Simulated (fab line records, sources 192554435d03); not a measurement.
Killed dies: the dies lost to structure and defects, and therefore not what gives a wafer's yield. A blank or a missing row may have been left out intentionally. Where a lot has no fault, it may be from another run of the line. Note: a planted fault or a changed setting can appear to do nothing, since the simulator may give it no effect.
Lot-split experiment :: flow n5 finfet :: on a route of 1938 steps: 7 lots, 21 wafers read

## THE SPLIT
At N5_BEOL_M7_EXPOSE_08 (exposes mask M7), the setting dose mj was moved away from the recipe's 68.25 on 6 of the 21 wafers read, by -7.4% to +7.0%. This setting was run at the recipe's value on the other wafers.

## FROM THE SPLIT TO THE READING: what the file shows between them, 10 steps
- N5_BEOL_M7_PEB_09: peb time 60 s
- N5_BEOL_M7_DEVELOP_10: develop time 30 s
- N5_BEOL_M7_CD_MEAS_11: target cd 38.5 nm
- N5_BEOL_M7_DESCUM_16: chemistry O2, time 7.9 s
- N5_BEOL_M7_ETCH_61: etches SiARC in CF4, target depth 45.5 nm, time 75.8 s
- N5_BEOL_M7_ETCH_62: etches SOC in N2/H2, target depth 110 nm, overetch 22 nm, time 165 s
- N5_BEOL_M7_STRIP_68: strips in N2/H2
- N5_BEOL_M7_STRIP_67: strips in CF4
- N5_BEOL_M7_HM_OPEN_17: chemistry Cl2/BCl3, target TiN, target depth 20 nm, overetch 6 nm
- N5_BEOL_M7_STRIP_19: strips in O2

## THE READING
cd nm, in nm, at N5_BEOL_M7_CD_MEAS_18 (pitch 80 nm, target cd 40 nm). Fault-free wafers of this fab line usually give 39.9 nm, standard deviation 0.56 nm.

wafer: L074.1
tool, chamber at the split: arfi scanner-03, 0
dose mj as run: 73.01
against the recipe: +7.0%
cd nm, nm: 42.7
against lot-mates on the recipe: +3.4

wafer: L074.2
tool, chamber at the split: arfi scanner-03, 0
dose mj as run: 68.25
against the recipe: recipe
cd nm, nm: 39.4
against lot-mates on the recipe: -

wafer: L074.3
tool, chamber at the split: arfi scanner-03, 0
dose mj as run: 68.25
against the recipe: recipe
cd nm, nm: 39.3
against lot-mates on the recipe: -

wafer: L077.3
tool, chamber at the split: arfi scanner-01, 0
dose mj as run: 72.24
against the recipe: +5.8%
cd nm, nm: 43.0
against lot-mates on the recipe: +3.3

wafer: L077.4
tool, chamber at the split: arfi scanner-01, 0
dose mj as run: 68.25
against the recipe: recipe
cd nm, nm: 39.7
against lot-mates on the recipe: -

wafer: L077.5
tool, chamber at the split: arfi scanner-01, 0
dose mj as run: 72.24
against the recipe: +5.8%
cd nm, nm: 42.2
against lot-mates on the recipe: +2.5

wafer: L078.1
tool, chamber at the split: arfi scanner-02, 0
dose mj as run: 64.27
against the recipe: -5.8%
cd nm, nm: 37.1
against lot-mates on the recipe: -2.8

wafer: L078.3
tool, chamber at the split: arfi scanner-02, 0
dose mj as run: 68.25
against the recipe: recipe
cd nm, nm: 39.6
against lot-mates on the recipe: -

wafer: L078.5
tool, chamber at the split: arfi scanner-02, 0
dose mj as run: 68.25
against the recipe: recipe
cd nm, nm: 40.2
against lot-mates on the recipe: -

wafer: L080.1
tool, chamber at the split: arfi scanner-02, 0
dose mj as run: 68.25
against the recipe: recipe
cd nm, nm: 39.8
against lot-mates on the recipe: -

wafer: L080.2
tool, chamber at the split: arfi scanner-02, 0
dose mj as run: 68.25
against the recipe: recipe
cd nm, nm: 40.0
against lot-mates on the recipe: -

wafer: L080.3
tool, chamber at the split: arfi scanner-02, 0
dose mj as run: 63.19
against the recipe: -7.4%
cd nm, nm: 36.8
against lot-mates on the recipe: -3.1

wafer: L084.4
tool, chamber at the split: arfi scanner-01, 0
dose mj as run: 68.25
against the recipe: recipe
cd nm, nm: 41.0
against lot-mates on the recipe: -

wafer: L084.5
tool, chamber at the split: arfi scanner-01, 0
dose mj as run: 68.25
against the recipe: recipe
cd nm, nm: 40.1
against lot-mates on the recipe: -

wafer: L084.6
tool, chamber at the split: arfi scanner-01, 0
dose mj as run: 68.25
against the recipe: recipe
cd nm, nm: 40.1
against lot-mates on the recipe: -

wafer: L088.1
tool, chamber at the split: arfi scanner-03, 0
dose mj as run: 68.25
against the recipe: recipe
cd nm, nm: 39.9
against lot-mates on the recipe: -

wafer: L088.2
tool, chamber at the split: arfi scanner-03, 0
dose mj as run: 68.25
against the recipe: recipe
cd nm, nm: 39.6
against lot-mates on the recipe: -

wafer: L088.5
tool, chamber at the split: arfi scanner-03, 0
dose mj as run: 70.25
against the recipe: +2.9%
cd nm, nm: 40.3
against lot-mates on the recipe: +0.5

wafer: L096.2
tool, chamber at the split: arfi scanner-03, 0
dose mj as run: 68.25
against the recipe: recipe
cd nm, nm: 38.9
against lot-mates on the recipe: -

wafer: L096.3
tool, chamber at the split: arfi scanner-03, 0
dose mj as run: 68.25
against the recipe: recipe
cd nm, nm: 39.8
against lot-mates on the recipe: -

wafer: L096.6
tool, chamber at the split: arfi scanner-03, 0
dose mj as run: 68.25
against the recipe: recipe
cd nm, nm: 38.8
against lot-mates on the recipe: -

THE FIT
A straight line over all 21 wafers: cd nm changes by +0.433 nm for each +1% of dose mj; r = +0.94; the points scatter about the line by 0.52 nm.
The same after taking each lot's own level away (the mean of its wafers on the recipe; 21 wafers): +0.458 nm for each +1%; r = +0.97; scatter 0.37 nm.
On that fit, the largest move of dose mj shifts the reading by 3.4 nm.
Across the lots, their own levels run from 39.17 to 40.40 nm, a range of 2.2 times the standard deviation given above.
The two slopes are in agreement: the lot-to-lot level therefore moves the slope only a little.
Check: for one of the wafers moved furthest among these (-7.4%), held out of the fit, the line's prediction against its lot-mates is -3.54 nm. Against them it came out at -3.1 nm.

## THESE WAFERS: OTHER SPLITS
Note: prior to the reading, these wafers also went through further splits. Each is held against what the fit with the lots' levels taken away leaves over:
other split on the same wafers: N5_BEOL_M5_EXPOSE_08 dose mj
wafers away from the commonest value: 9
r with cd nm (lot level and that fit taken away): +0.17

other split on the same wafers: N5_BEOL_M5_CMP_52 platen rpm
wafers away from the commonest value: 7
r with cd nm (lot level and that fit taken away): -0.20

other split on the same wafers: N5_BEOL_M5_DEP_56 time s
wafers away from the commonest value: 6
r with cd nm (lot level and that fit taken away): -0.16

other split on the same wafers: N5_BEOL_M7_COAT_05 spin rpm
wafers away from the commonest value: 9
r with cd nm (lot level and that fit taken away): +0.23

## THE WHOLE CHAIN: every reading that the file lists as answering this split, in the file's order
step: N5_BEOL_M7_CD_MEAS_11
what it does: target cd 38.5 nm
reading: cd nm
change (the file's fit): +0.438 nm for each +1% of the setting
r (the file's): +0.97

step: N5_BEOL_M7_ETCH_61
what it does: etches SiARC in CF4, target depth 45.5 nm, time 75.8 s
reading: BEOL_M7.cd offset nm (the simulator's own value, which no gauge read)
change (the file's fit): +0.446 nm for each +1% of the setting
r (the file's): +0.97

step: N5_BEOL_M7_ETCH_62
what it does: etches SOC in N2/H2, target depth 110 nm, overetch 22 nm, time 165 s
reading: BEOL_M7.cd offset nm (the simulator's own value, which no gauge read)
change (the file's fit): +0.456 nm for each +1% of the setting
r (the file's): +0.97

step: N5_BEOL_M7_CD_MEAS_18
what it does: pitch 80 nm, target cd 40 nm
reading: cd nm
change (the file's fit): +0.45 nm for each +1% of the setting
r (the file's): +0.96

## THE FILE'S OWN FIT
cd nm changes by +0.45 nm for each +1% of dose mj, r = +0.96.
